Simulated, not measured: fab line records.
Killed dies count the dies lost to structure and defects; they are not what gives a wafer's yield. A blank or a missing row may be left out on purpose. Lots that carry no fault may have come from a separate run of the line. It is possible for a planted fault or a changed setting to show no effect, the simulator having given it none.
Split-lot trial / flow n5_finfet / 21 wafers read across 7 lots, on a route 1938 steps long

ABOUT THE SPLIT
At N5_SDB_COAT_04 (time 60 s, resist thk 18 nm), the setting spin_rpm was moved away from the recipe's 1500 rpm on 9 of the 21 wafers read, by -10.4% to +7.1%. The other wafers ran this setting at the recipe's value.

The reading is taken at the split's own step.

THE READING
SiARC_of_SDB_COAT_04.thk_nm (the simulator's own value, which no gauge read), in nm, at N5_SDB_COAT_04 (time 60 s, resist thk 18 nm). There is no usual value for it anywhere in the file. Across the 12 wafers here that went through the recipe, the average is 18.0 nm and the standard deviation 0.082 nm.

wafer=L074.1; tool, chamber at the split=litho_track-02, 0; spin_rpm as run, rpm=1392; against the recipe=-7.2%; SiARC_of_SDB_COAT_04.thk_nm, nm=18.8; against lot-mates on the recipe=+0.8
wafer=L074.5; tool, chamber at the split=litho_track-02, 0; spin_rpm as run, rpm=1500; against the recipe=recipe; SiARC_of_SDB_COAT_04.thk_nm, nm=18; against lot-mates on the recipe=-
wafer=L074.6; tool, chamber at the split=litho_track-02, 0; spin_rpm as run, rpm=1392; against the recipe=-7.2%; SiARC_of_SDB_COAT_04.thk_nm, nm=18.6; against lot-mates on the recipe=+0.6
wafer=L079.2; tool, chamber at the split=litho_track-02, 0; spin_rpm as run, rpm=1500; against the recipe=recipe; SiARC_of_SDB_COAT_04.thk_nm, nm=18; against lot-mates on the recipe=-
wafer=L079.3; tool, chamber at the split=litho_track-02, 0; spin_rpm as run, rpm=1424; against the recipe=-5.1%; SiARC_of_SDB_COAT_04.thk_nm, nm=18.6; against lot-mates on the recipe=+0.6
wafer=L079.5; tool, chamber at the split=litho_track-02, 0; spin_rpm as run, rpm=1424; against the recipe=-5.1%; SiARC_of_SDB_COAT_04.thk_nm, nm=18.6; against lot-mates on the recipe=+0.6
wafer=L082.1; tool, chamber at the split=litho_track-01, 0; spin_rpm as run, rpm=1500; against the recipe=recipe; SiARC_of_SDB_COAT_04.thk_nm, nm=17.8; against lot-mates on the recipe=-
wafer=L082.2; tool, chamber at the split=litho_track-01, 0; spin_rpm as run, rpm=1500; against the recipe=recipe; SiARC_of_SDB_COAT_04.thk_nm, nm=18; against lot-mates on the recipe=-
wafer=L082.3; tool, chamber at the split=litho_track-01, 0; spin_rpm as run, rpm=1607; against the recipe=+7.1%; SiARC_of_SDB_COAT_04.thk_nm, nm=17.4; against lot-mates on the recipe=-0.5
wafer=L084.2; tool, chamber at the split=litho_track-05, 0; spin_rpm as run, rpm=1500; against the recipe=recipe; SiARC_of_SDB_COAT_04.thk_nm, nm=18.2; against lot-mates on the recipe=-
wafer=L084.3; tool, chamber at the split=litho_track-05, 0; spin_rpm as run, rpm=1500; against the recipe=recipe; SiARC_of_SDB_COAT_04.thk_nm, nm=18; against lot-mates on the recipe=-
wafer=L084.5; tool, chamber at the split=litho_track-05, 0; spin_rpm as run, rpm=1500; against the recipe=recipe; SiARC_of_SDB_COAT_04.thk_nm, nm=18; against lot-mates on the recipe=-
wafer=L086.1; tool, chamber at the split=litho_track-05, 0; spin_rpm as run, rpm=1430; against the recipe=-4.7%; SiARC_of_SDB_COAT_04.thk_nm, nm=18.4; against lot-mates on the recipe=+0.4
wafer=L086.6; tool, chamber at the split=litho_track-05, 0; spin_rpm as run, rpm=1430; against the recipe=-4.7%; SiARC_of_SDB_COAT_04.thk_nm, nm=18.4; against lot-mates on the recipe=+0.4
wafer=L086.2; tool, chamber at the split=litho_track-05, 0; spin_rpm as run, rpm=1500; against the recipe=recipe; SiARC_of_SDB_COAT_04.thk_nm, nm=18; against lot-mates on the recipe=-
wafer=L091.1; tool, chamber at the split=litho_track-02, 0; spin_rpm as run, rpm=1344; against the recipe=-10.4%; SiARC_of_SDB_COAT_04.thk_nm, nm=19; against lot-mates on the recipe=+1.0
wafer=L091.5; tool, chamber at the split=litho_track-02, 0; spin_rpm as run, rpm=1344; against the recipe=-10.4%; SiARC_of_SDB_COAT_04.thk_nm, nm=19; against lot-mates on the recipe=+1.0
wafer=L091.3; tool, chamber at the split=litho_track-02, 0; spin_rpm as run, rpm=1500; against the recipe=recipe; SiARC_of_SDB_COAT_04.thk_nm, nm=18; against lot-mates on the recipe=-
wafer=L095.1; tool, chamber at the split=litho_track-01, 0; spin_rpm as run, rpm=1500; against the recipe=recipe; SiARC_of_SDB_COAT_04.thk_nm, nm=18; against lot-mates on the recipe=-
wafer=L095.2; tool, chamber at the split=litho_track-01, 0; spin_rpm as run, rpm=1500; against the recipe=recipe; SiARC_of_SDB_COAT_04.thk_nm, nm=18; against lot-mates on the recipe=-
wafer=L095.4; tool, chamber at the split=litho_track-01, 0; spin_rpm as run, rpm=1500; against the recipe=recipe; SiARC_of_SDB_COAT_04.thk_nm, nm=18; against lot-mates on the recipe=-

THE FIT
A straight line over all 21 wafers: SiARC_of_SDB_COAT_04.thk_nm changes by -0.0952 nm for each +1% of spin_rpm; r = -0.98; the points scatter about the line by 0.084 nm.
The same after taking each lot's own level away (the mean of its wafers on the recipe; 21 wafers): -0.0926 nm for each +1%; r = -0.98; scatter 0.08 nm.
On that fit, the largest move of spin_rpm shifts the reading by 0.96 nm.
The span of the lots' own levels, 17.90 to 18.07 nm, comes to 2.0 times the standard deviation stated above.
So the lot-to-lot level changes the slope little: the two slopes agree.
Check: +0.983 nm against its lot-mates is what the line predicts for one of the wafers moved furthest among these (-10.4%) when that wafer is left out of the fit. Against them it came out at +1 nm.

THE OTHER SPLITS THESE WAFERS WENT THROUGH
Other splits were also applied to these wafers ahead of the reading. Each is held against what the fit with the lots' levels taken away leaves over:
other split on the same wafers=N5_ZERO_LAYER_PECVD_02 time_s; wafers away from the commonest value=10; r with SiARC_of_SDB_COAT_04.thk_nm (lot level and that fit taken away)=-0.16
other split on the same wafers=N5_ZERO_LAYER_EXPOSE_08 dose_mj; wafers away from the commonest value=9; r with SiARC_of_SDB_COAT_04.thk_nm (lot level and that fit taken away)=-0.36
other split on the same wafers=N5_FIN_SAQP_SPACER1_ALD_24 temp_c; wafers away from the commonest value=7; r with SiARC_of_SDB_COAT_04.thk_nm (lot level and that fit taken away)=+0.04
other split on the same wafers=N5_FIN_SAQP_COAT_68 spin_rpm; wafers away from the commonest value=8; r with SiARC_of_SDB_COAT_04.thk_nm (lot level and that fit taken away)=-0.23
other split on the same wafers=N5_DUMMY_GATE_COAT_35 spin_rpm; wafers away from the commonest value=3; r with SiARC_of_SDB_COAT_04.thk_nm (lot level and that fit taken away)=+0.23
other split on the same wafers=N5_DUMMY_GATE_EXPOSE_12 dose_mj; wafers away from the commonest value=5; r with SiARC_of_SDB_COAT_04.thk_nm (lot level and that fit taken away)=-0.47
other split on the same wafers=N5_SD_EPI_N_DESCUM_14 time_s; wafers away from the commonest value=9; r with SiARC_of_SDB_COAT_04.thk_nm (lot level and that fit taken away)=+0.30

THE FILE'S OWN FIT
SiARC_of_SDB_COAT_04.thk_nm changes by -0.0926 nm for each +1% of spin_rpm, r = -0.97.
